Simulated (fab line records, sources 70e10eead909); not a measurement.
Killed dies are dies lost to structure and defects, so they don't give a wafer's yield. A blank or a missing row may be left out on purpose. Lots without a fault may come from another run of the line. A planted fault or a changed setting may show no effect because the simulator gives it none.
A struck lot beside a sound one | flow nand_harc | 13 steps out of a route of 1302
Sound: wafers L839.2, L839.4, L839.6. Struck: wafers L834.4, L834.5, L834.6. The cause comes at the end.
At each step with rows: each side's tool, then ch and its chambers, then its first start. Under that, the readings that differ: sound wafers | struck wafers | difference of the means | sigmas: that difference in standard deviations of wafers without a fault.
alike: readings whose means differ by less than 2 such deviations, and words and numbers that are the same on both sides. not compared: withheld readings, readings that some wafer has no value for, bounds like >300 that may hide the same value, and numbers for which the record gives no deviation and whose values overlap.
The two part at a step that has a row with sigmas, a row that says differs or no value, or rows on one side only. Numbers that don't overlap but have no deviation are shown without sigmas and don't part them. A reading that every wafer of one side lacks parts them only if that side has two wafers or more.

first, 2 steps without rows for these wafers: NHARC_A_SOURCE_PLATE_SRD_01; NHARC_A_SOURCE_PLATE_OXIDE_02 (material SiO2, target thk 10 nm, ox time 1362 s).
NHARC_A_SOURCE_PLATE_THK_MEAS_09: measures by ellipsometry.
  sound on film_metro-02, day 13 21:06; struck on film_metro-02, day 11 18:09
  alike: thk_nm
then, 3 steps without rows for these wafers: NHARC_A_SOURCE_PLATE_PVD_04 (deposits WSi2, target thk 50 nm); NHARC_A_SOURCE_PLATE_CVD_03 (deposits poly-Si, target thk 200 nm, time 4000 s); NHARC_A_SOURCE_PLATE_ANNEAL_05 (time 1800 s).
NHARC_A_SOURCE_PLATE_THK_MEAS_06: measures by ellipsometry.
  sound on film_metro-01, day 14 10:19; struck on film_metro-01, day 12 06:44
  alike: thk_nm
NHARC_A_SOURCE_PLATE_INSPECT_08:
  sound on defect_inspect-02, day 14 10:23; struck on defect_inspect-02, day 12 06:48
  alike: raw_defect_count
then, 1 step without rows for these wafers: NHARC_A_ONON_D1_DEP_00 (target thk 1000 nm).
NHARC_A_ONON_D1_THK_MEAS_02: measures by ellipsometry.
  sound on film_metro-01, day 14 10:58; struck on film_metro-01, day 12 07:23
  alike: thk_nm
NHARC_A_ONON_D1_DEP_03: target thk 1000 nm.
  sound on pecvd_onon-01 ch 0, day 14 11:04; struck on pecvd_onon-04 ch 0, day 12 07:53
NHARC_A_ONON_D1_THK_MEAS_05: measures by ellipsometry.
  sound on film_metro-01, day 14 11:31; struck on film_metro-01, day 12 08:24
  reading     | sound          | struck         | difference | sigmas
  thk_nm (nm) | 1008 1009 1011 | 1668 1669 1667 | +659       | +66
  not compared: hold
NHARC_END_SORT_01:
  the record has rows for the sound wafers here (prober-01 ch 0, day 30 10:03) and none for the struck ones

WHERE THEY PART
First at NHARC_A_ONON_D1_THK_MEAS_05; last, within this record, at NHARC_END_SORT_01.

WHY: what the simulator had put in
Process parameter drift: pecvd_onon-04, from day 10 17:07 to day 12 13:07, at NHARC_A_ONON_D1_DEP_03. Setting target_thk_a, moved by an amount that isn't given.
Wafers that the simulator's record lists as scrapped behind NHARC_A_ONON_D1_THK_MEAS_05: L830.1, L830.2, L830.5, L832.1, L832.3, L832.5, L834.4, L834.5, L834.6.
